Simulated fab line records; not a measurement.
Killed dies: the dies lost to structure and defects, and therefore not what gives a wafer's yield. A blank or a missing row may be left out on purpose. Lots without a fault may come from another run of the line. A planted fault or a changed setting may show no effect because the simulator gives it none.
Chamber matching + flow nand harc + rie diel-05 running NHARC_P_BONDPAD_DESCUM_11: 4 sister chambers
The step chemistry O2, time 3 s. 20 wafers are shown with their chamber, then 10 later ones without.

EACH WAFER AND ITS CHAMBER
| wafer  | chamber | showerhead plenum p Torr (Torr) | drypump motor current A (A) | oes product au (a.u.) |
|--------|---------|---------------------------------|-----------------------------|-----------------------|
| L084.2 | 3       | 1.83                            | 6.1                         | 0.977                 |
| L084.4 | 2       | 2.02                            | 6.1                         | 0.989                 |
| L084.5 | 2       | 2.02                            | 6.1                         | 0.994                 |
| L085.1 | 2       | 2.02                            | 6.1                         | 0.986                 |
| L085.2 | 3       | 1.82                            | 6.1                         | 0.991                 |
| L085.3 | 1       | 1.90                            | 6.3                         | 1.019                 |
| L086.2 | 1       | 1.90                            | 6.3                         | 1.016                 |
| L086.3 | 0       | 1.86                            | 5.5                         | 0.992                 |
| L086.6 | 3       | 1.82                            | 6.1                         | 0.980                 |
| L087.3 | 0       | 1.86                            | 5.5                         | 1.001                 |
| L087.4 | 3       | 1.82                            | 6.1                         | 0.986                 |
| L087.6 | 1       | 1.90                            | 6.2                         | 1.006                 |
| L089.1 | 2       | 2.02                            | 6.1                         | 0.981                 |
| L089.4 | 3       | 1.82                            | 6.0                         | 0.994                 |
| L089.6 | 1       | 1.90                            | 6.3                         | 1.015                 |
| L088.1 | 1       | 1.90                            | 6.2                         | 1.016                 |
| L088.4 | 2       | 2.02                            | 6.1                         | 0.999                 |
| L088.5 | 2       | 2.02                            | 6.1                         | 0.996                 |
| L091.2 | 3       | 1.82                            | 6.1                         | 0.992                 |
| L091.3 | 1       | 1.90                            | 6.2                         | 1.023                 |

SIGNATURES (averages over the wafers above)
| reading                  | chamber 0 | chamber 1 | chamber 2 | chamber 3 | scatter within a chamber |
|--------------------------|-----------|-----------|-----------|-----------|--------------------------|
| showerhead plenum p Torr | 1.8600    | 1.9000    | 2.0200    | 1.8217    | 0.00228                  |
| drypump motor current A  | 5.500     | 6.250     | 6.100     | 6.083     | 0.0382                   |
| oes product au           | 0.99650   | 1.01583   | 0.99083   | 0.98667   | 0.00645                  |
Rule: a wafer lies at a distance from a chamber equal to the root of the sum of squares, over the readings, of (its reading less the chamber's mean, divided by the reading's scatter). The wafer belongs to the nearest chamber; if the next one is less than 2 further off, it can't be placed. The scatter is the square root of a quotient: the sum, over the shown wafers, of each reading's squared deviation from its chamber's mean, divided by wafers minus chambers.

WAFERS WITHOUT THEIR CHAMBER
| wafer  | showerhead plenum p Torr (Torr) | drypump motor current A (A) | oes product au (a.u.) |
|--------|---------------------------------|-----------------------------|-----------------------|
| L091.6 | 1.82                            | 6.1                         | 0.988                 |
| L095.2 | 1.86                            | 5.5                         | 1.010                 |
| L095.3 | 1.82                            | 6.1                         | 0.995                 |
| L095.6 | 1.82                            | 6.1                         | 0.989                 |
| L096.2 | 2.02                            | 6.1                         | 0.991                 |
| L096.4 | 1.90                            | 6.3                         | 1.004                 |
| L096.5 | 1.90                            | 6.3                         | 1.009                 |
| L096.1 | 1.86                            | 5.5                         | 0.997                 |
| L096.3 | 1.82                            | 6.1                         | 0.992                 |
| L096.6 | 2.02                            | 6.1                         | 0.990                 |

CHAMBER TAKEN BY EACH
| wafer  | from the rows above | in truth |
|--------|---------------------|----------|
| L091.6 | 3                   | 3        |
| L095.2 | 0                   | 0        |
| L095.3 | 3                   | 3        |
| L095.6 | 3                   | 3        |
| L096.2 | 2                   | 2        |
| L096.4 | 1                   | 1        |
| L096.5 | 1                   | 1        |
| L096.1 | 0                   | 0        |
| L096.3 | 3                   | 3        |
| L096.6 | 2                   | 2        |
10 of 10 placed correctly. Left unplaced by these rows: 0. Number placed wrongly: 0.
